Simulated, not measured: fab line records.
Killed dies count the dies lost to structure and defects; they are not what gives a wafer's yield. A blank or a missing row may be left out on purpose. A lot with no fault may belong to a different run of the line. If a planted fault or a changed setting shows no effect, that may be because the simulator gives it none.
Matching of chambers || flow nand harc || 4 sister chambers for NHARC_A_CHANNEL_FILL_D1_STRIP_28 on rie diel-02
The step strips in O2, time 20 s. 4 wafers are shown with their chamber, then 12 later ones without.

## WAFERS PAIRED WITH THEIR CHAMBERS
{"wafer": "L087.4", "chamber": 1, "drypump motor current A (A)": 6.1}
{"wafer": "L085.1", "chamber": 3, "drypump motor current A (A)": 6.7}
{"wafer": "L085.3", "chamber": 0, "drypump motor current A (A)": 5.8}
{"wafer": "L085.6", "chamber": 2, "drypump motor current A (A)": 5.5}

## WAFERS WITH NO CHAMBER GIVEN
{"wafer": "L089.1", "drypump motor current A (A)": 6.1}
{"wafer": "L089.4", "drypump motor current A (A)": 6.7}
{"wafer": "L089.5", "drypump motor current A (A)": 5.8}
{"wafer": "L090.1", "drypump motor current A (A)": 5.8}
{"wafer": "L090.3", "drypump motor current A (A)": 6.1}
{"wafer": "L090.6", "drypump motor current A (A)": 6.2}
{"wafer": "L091.2", "drypump motor current A (A)": 6.7}
{"wafer": "L091.4", "drypump motor current A (A)": 5.8}
{"wafer": "L091.6", "drypump motor current A (A)": 5.8}
{"wafer": "L093.2", "drypump motor current A (A)": 6.6}
{"wafer": "L093.3", "drypump motor current A (A)": 6.1}
{"wafer": "L093.4", "drypump motor current A (A)": 5.7}

## EACH ONE'S CHAMBER
{"wafer": "L089.1", "from the rows above": 1, "in truth": 1}
{"wafer": "L089.4", "from the rows above": 3, "in truth": 3}
{"wafer": "L089.5", "from the rows above": 0, "in truth": 0}
{"wafer": "L090.1", "from the rows above": 0, "in truth": 0}
{"wafer": "L090.3", "from the rows above": 1, "in truth": 1}
{"wafer": "L090.6", "from the rows above": 1, "in truth": 1}
{"wafer": "L091.2", "from the rows above": 3, "in truth": 3}
{"wafer": "L091.4", "from the rows above": 0, "in truth": 0}
{"wafer": "L091.6", "from the rows above": 0, "in truth": 0}
{"wafer": "L093.2", "from the rows above": 3, "in truth": 3}
{"wafer": "L093.3", "from the rows above": 1, "in truth": 1}
{"wafer": "L093.4", "from the rows above": 0, "in truth": 0}
Correctly placed: 12 of 12. From these rows, 0 cannot be placed. Placed wrongly: 0.
How it was worked out, from the rows above alone: a wafer's distance from a chamber is the root of the sum, over the readings, of the square of ((its reading less the chamber's mean) divided by the reading's scatter). The wafer belongs to the nearest chamber; if the next one is less than 2 further off, it can't be placed. For every chamber, the mean is computed from those of its wafers that are shown. The scatter: with one shown wafer a chamber, the root of the mean of the squares of how far each hidden wafer lies from its nearest shown one.
